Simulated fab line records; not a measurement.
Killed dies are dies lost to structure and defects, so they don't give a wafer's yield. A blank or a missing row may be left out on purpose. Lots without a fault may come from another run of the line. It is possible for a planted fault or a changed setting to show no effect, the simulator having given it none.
Split-lot trial + flow n5 finfet + 7 lots, 21 wafers read, on a route of 1938 steps

== THE SPLIT ITSELF ==
At N5_BEOL_M13_COAT_65 (time 60 s, resist thk 350 nm), the setting spin rpm was moved away from the recipe's 1500 rpm on 5 of the 21 wafers read, by -5.7% to +11.2%. All remaining wafers had this setting at the recipe value.

The split's own step is where the reading is taken.

== THE READING ==
SOC_of_BEOL_M13_COAT_65.thk nm (the simulator's own value, which no gauge read), in nm, at N5_BEOL_M13_COAT_65 (time 60 s, resist thk 350 nm). No usual value for it is given in the file. Across the 16 wafers here that went through the recipe, the average is 350.4 nm and the standard deviation 0.94 nm.

| wafer  | tool, chamber at the split | spin rpm as run, rpm | against the recipe | SOC_of_BEOL_M13_COAT_65.thk nm, nm | against lot-mates on the recipe |
|--------|----------------------------|----------------------|--------------------|------------------------------------|---------------------------------|
| L075.1 | litho track-04, 0          | 1500                 | recipe             | 348.8                              | -                               |
| L075.2 | litho track-04, 0          | 1500                 | recipe             | 349                                | -                               |
| L075.6 | litho track-04, 0          | 1415                 | -5.7%              | 359                                | +10.1                           |
| L076.1 | litho track-03, 0          | 1500                 | recipe             | 350                                | -                               |
| L076.3 | litho track-03, 0          | 1500                 | recipe             | 349.8                              | -                               |
| L076.5 | litho track-03, 0          | 1500                 | recipe             | 349                                | -                               |
| L080.2 | litho track-03, 0          | 1500                 | recipe             | 352                                | -                               |
| L080.3 | litho track-03, 0          | 1500                 | recipe             | 351                                | -                               |
| L080.4 | litho track-03, 0          | 1500                 | recipe             | 350.2                              | -                               |
| L083.3 | litho track-02, 0          | 1500                 | recipe             | 350.6                              | -                               |
| L083.4 | litho track-02, 0          | 1605                 | +7.0%              | 338.4                              | -12.2                           |
| L083.5 | litho track-02, 0          | 1605                 | +7.0%              | 338.2                              | -12.4                           |
| L084.1 | litho track-03, 0          | 1500                 | recipe             | 350.4                              | -                               |
| L084.2 | litho track-03, 0          | 1500                 | recipe             | 351                                | -                               |
| L084.5 | litho track-03, 0          | 1668                 | +11.2%             | 331.4                              | -19.3                           |
| L092.3 | litho track-03, 0          | 1500                 | recipe             | 351.8                              | -                               |
| L092.4 | litho track-03, 0          | 1500                 | recipe             | 350.8                              | -                               |
| L092.5 | litho track-03, 0          | 1500                 | recipe             | 349.6                              | -                               |
| L094.1 | litho track-04, 0          | 1500                 | recipe             | 351.4                              | -                               |
| L094.4 | litho track-04, 0          | 1425                 | -5.0%              | 359.2                              | +8.2                            |
| L094.5 | litho track-04, 0          | 1500                 | recipe             | 350.6                              | -                               |

THE FIT
A straight line over all 21 wafers: SOC_of_BEOL_M13_COAT_65.thk nm changes by -1.69 nm for each +1% of spin rpm; r = -0.99; the points scatter about the line by 0.9 nm.
The same after taking each lot's own level away (the mean of its wafers on the recipe; 21 wafers): -1.73 nm for each +1%; r = -1.00; scatter 0.54 nm.
According to that fit, moving spin rpm by its largest amount changes the reading by 19 nm.
The lots' own levels span 348.90 to 351.07 nm, that is 2.3 times the standard deviation above.
So the lot-to-lot level changes the slope little: the two slopes agree.
Check: for one of the wafers moved furthest among these (+11.2%), held out of the fit, the line's prediction against its lot-mates is -19.5 nm. Against them it came out at -19.3 nm.

== THE OTHER SPLITS THESE WAFERS WENT THROUGH ==
These wafers also went through other splits before the reading. Each is held against what the fit with the lots' levels taken away leaves over:
| other split on the same wafers | wafers away from the commonest value | r with SOC_of_BEOL_M13_COAT_65.thk nm (lot level and that fit taken away) |
|--------------------------------|--------------------------------------|---------------------------------------------------------------------------|
| N5_BEOL_M11_DEGAS_44 temp c    | 2                                    | -0.03                                                                     |

== THE FILE'S OWN FIT ==
SOC_of_BEOL_M13_COAT_65.thk nm changes by -1.73 nm for each +1% of spin rpm, r = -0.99.
